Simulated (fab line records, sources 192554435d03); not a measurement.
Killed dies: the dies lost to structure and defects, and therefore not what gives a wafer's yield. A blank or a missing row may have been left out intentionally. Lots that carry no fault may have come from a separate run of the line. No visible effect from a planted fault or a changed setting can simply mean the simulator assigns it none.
A struck lot beside a sound one	flow n5Finfet	37 steps out of a route of 1938
Sound: wafers L497.3, L497.4, L497.6. The struck wafers were L499.2, L499.3, L499.6. Last of all comes the cause.
Each step with rows lists, per side, the tool, then ch with its chambers, then its first start. Under that, the readings that differ: sound wafers	struck wafers	difference of the means	sigmas: that difference in standard deviations of wafers without a fault.
alike: a reading whose means differ by less than 2 such deviations, as well as words and numbers matching on both sides. not compared: withheld readings; readings where some wafer has no value; bounds like >300 that might hide an equal value; numbers whose values overlap and for which the record gives no deviation.
Wherever a step has rows on one side only, a row that says differs or no value, or a row with sigmas, the two part there. Non-overlapping numbers with no deviation appear without sigmas and do not part them. A reading that every wafer of one side lacks parts them only if that side has two wafers or more.

first, 8 steps without rows for these wafers: N5_BEOL_M0_ECD_118 (material Cu, target thk 300 nm); N5_BEOL_M0_ANNEAL_119 (time 90 s); N5_BEOL_M0_CMP_120 (polishes, stops on SiOC, t overpolish 6.9 s); N5_BEOL_M0_PRE_CLEAN_131 (time 15 s); N5_BEOL_M0_CO_CAP_123 (material Co, precursor CCTBA/H2, target thk 2 nm, time 102.1 s); N5_BEOL_M0_PRE_CLEAN_124 (time 15 s); N5_BEOL_M0_DEP_125 (deposits SiCN from 3MS/NH3, target thk 8 nm, time 14 s); N5_BEOL_M1_ILD_DEP_00 (deposits SiOC from DEMS/O2, target thk 79 nm, time 15.3 s).
N5_BEOL_M1_PECVD_72: deposits SiO2 from TEOS/O2, target thk 16 nm, time 18 s.
  sound on pecvd-02 ch 1,2, day 7 13:07; struck on pecvd-02 ch 0,1,2, day 7 13:31
reading	sound	struck	difference	sigmas
susceptorTempC (C)	400.19 400.04 399.75	394.55 394.40 394.89	-5.38	-24
model.SiO2_of_BEOL_M1_PECVD_72.thkNm (nm)	15.8 16.2 16	16.4 16.6 16.8	+0.6	
  alike: heaterPowerW, showerheadPlenumPTorr, throttleValvePct
then, 25 steps without rows for these wafers: N5_BEOL_M1_HM_DEP_02 (deposits TiN, target thk 20 nm); N5_BEOL_M1_COAT_61 (time 60 s, resist thk 60 nm); N5_BEOL_M1_COAT_62 (time 60 s, resist thk 12 nm); N5_BEOL_M1_COAT_73 (time 60 s, resist thk 5 nm); N5_BEOL_M1_COAT_05 (resist thk 30 nm); N5_BEOL_M1_EBR_07; N5_BEOL_M1_SOFTBAKE_06 (time 60 s); N5_BEOL_M1_EXPOSE_08 (exposes mask M1); N5_BEOL_M1_PEB_09 (peb time 60 s); N5_BEOL_M1_DEVELOP_10 (develop time 30 s); N5_BEOL_M1_DESCUM_16 (chemistry O2, time 7 s); N5_BEOL_M1_ETCH_74 (etches underlayer in N2/H2, target depth 6.5 nm, time 5.2 s); N5_BEOL_M1_ETCH_63 (etches SiARC in CF4, target depth 15.6 nm, time 26 s); N5_BEOL_M1_ETCH_64 (etches SOC in N2/H2, target depth 75 nm, overetch 15 nm, time 112.5 s); N5_BEOL_M1_STRIP_65 (strips in N2/H2); N5_BEOL_M1_STRIP_75 (strips in N2/H2); N5_BEOL_M1_STRIP_66 (strips in CF4); N5_BEOL_M1_HM_OPEN_17 (chemistry Cl2/BCl3, target TiN, target depth 20 nm, overetch 6 nm); N5_BEOL_M1_STRIP_19 (strips in O2); N5_BEOL_M1_COAT_67 (time 60 s, resist thk 60 nm); N5_BEOL_M1_COAT_68 (time 60 s, resist thk 12 nm); N5_BEOL_M1_COAT_76 (time 60 s, resist thk 5 nm); N5_BEOL_M1_COAT_22 (resist thk 30 nm); N5_BEOL_M1_EBR_24; N5_BEOL_M1_SOFTBAKE_23 (time 60 s).
N5_BEOL_M1_HM_STRIP_39: strips TiN in peroxide tin strip, target depth 25 nm, time 158 s.
  sound on wetBench-03 ch 0,1,6, day 7 18:41; struck on wetBench-04 ch 1,2,7, day 7 19:24
reading	sound	struck	difference	sigmas
model.SiO2_of_BEOL_M1_PECVD_72.thkNm (nm)	15.6 16 16	16.2 16.4 16.6	+0.5	
N5_BEOL_M4_RC_MEAS_101:
  sound on prober-01 ch 0, day 9 07:32; struck on prober-02 ch 0, day 9 11:54
  alike: DIBL_N, DIBL_P, IOFF_N, IOFF_P, ION_N, ION_P, SS_N, SS_P, VT_N, VT_P
-- the record jumps here: 4 days lie between the struck wafers' starts before and after (it left off in module BEOL_M4 and takes up again in module PASSIVATION, whose first step shown is number 1936 of the route) --
N5_PASSIVATION_PROBE_49:
  the record has rows for the struck wafers here (prober-02, day 13 11:21) and none for the sound ones

## WHERE THEY PART
First at N5_BEOL_M1_PECVD_72; last, within this record, at N5_PASSIVATION_PROBE_49.

WHY: the cause the simulator had injected
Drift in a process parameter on pecvd-02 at N5_BEOL_M1_PECVD_72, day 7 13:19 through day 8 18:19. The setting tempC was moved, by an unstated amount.
